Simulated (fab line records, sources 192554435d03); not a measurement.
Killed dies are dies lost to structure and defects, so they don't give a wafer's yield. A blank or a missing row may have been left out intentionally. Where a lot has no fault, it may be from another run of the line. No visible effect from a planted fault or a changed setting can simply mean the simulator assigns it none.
Matching of chambers -- flow n5-finfet -- 4 sister chambers for N5_PMOS_HMC_CHANNEL_EPI_DESCUM_14 on rie-diel-05
The step chemistry O2, time 7.9 s. 4 wafers are shown with their chamber, then 10 later ones without.

## WAFERS, EACH WITH ITS CHAMBER
wafer,chamber,drypump-motor-current-A (A)
L086.2,3,5.4
L086.3,0,6.1
L091.1,1,5.5
L091.2,2,5.8

## WAFERS MISSING THEIR CHAMBER
wafer,drypump-motor-current-A (A)
L091.3,6.0
L091.4,5.4
L091.5,6.1
L091.6,5.4
L092.2,5.8
L092.3,5.5
L092.6,5.5
L095.3,5.5
L095.5,5.4
L095.6,5.8

## WHICH CHAMBER EACH ONE RAN IN
wafer,from the rows above,in truth
L091.3,0,0
L091.4,3,3
L091.5,0,0
L091.6,3,3
L092.2,2,2
L092.3,1,1
L092.6,1,1
L095.3,1,1
L095.5,3,3
L095.6,2,2
Correctly placed: 10 of 10. Can't be placed from these rows: 0. Wrongly placed: 0.
How it was worked out, from the rows above alone: a wafer's distance from a chamber is the root of the sum, over the readings, of the square of ((its reading less the chamber's mean) divided by the reading's scatter). The wafer belongs to the nearest chamber; if the next one is less than 2 further off, it can't be placed. For every chamber, the mean is computed from those of its wafers that are shown. The scatter: root of mean squared gap, hidden wafer to nearest shown wafer, with one shown wafer a chamber.
